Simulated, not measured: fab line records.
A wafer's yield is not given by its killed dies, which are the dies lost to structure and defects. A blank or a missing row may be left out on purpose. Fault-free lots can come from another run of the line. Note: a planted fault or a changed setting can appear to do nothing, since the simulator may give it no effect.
Matching of chambers | flow n5 finfet | 4 sister chambers for N5_BEOL_M0_CUTY_ETCH_62 on rie diel-02
The step etches SiARC in CF4, time 58.5 s. 4 wafers are shown with their chamber, then 8 later ones without.

WAFERS, EACH WITH ITS CHAMBER
wafer  | chamber | throttle valve pct (%)
L078.6 | 1       | 15.93
L083.5 | 0       | 15.76
L085.6 | 2       | 15.81
L086.1 | 3       | 15.44

WAFERS WITH NO CHAMBER GIVEN
wafer  | throttle valve pct (%)
L086.2 | 15.95
L086.4 | 15.81
L089.1 | 15.46
L089.4 | 15.98
L089.6 | 15.45
L092.2 | 15.81
L092.4 | 15.47
L092.6 | 15.99

WHICH CHAMBER EACH ONE RAN IN
wafer  | from the rows above     | in truth
L086.2 | 1                       | 1
L086.4 | can't be placed: 2 or 0 | 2
L089.1 | 3                       | 3
L089.4 | 1                       | 1
L089.6 | 3                       | 3
L092.2 | can't be placed: 2 or 0 | 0
L092.4 | 3                       | 3
L092.6 | 1                       | 1
6 of 8 placed correctly. Cannot be placed on the basis of these rows: 2; the candidates contain the true chamber in 2. Wrongly placed: 0.
How it was worked out, from the rows above alone: a wafer's distance from a chamber is the root of the sum, over the readings, of the square of ((its reading less the chamber's mean) divided by the reading's scatter). The wafer belongs to the nearest chamber; if the next one is less than 2 further off, it can't be placed. For every chamber, the mean is computed from those of its wafers that are shown. The scatter: root of mean squared gap, hidden wafer to nearest shown wafer, with one shown wafer a chamber.
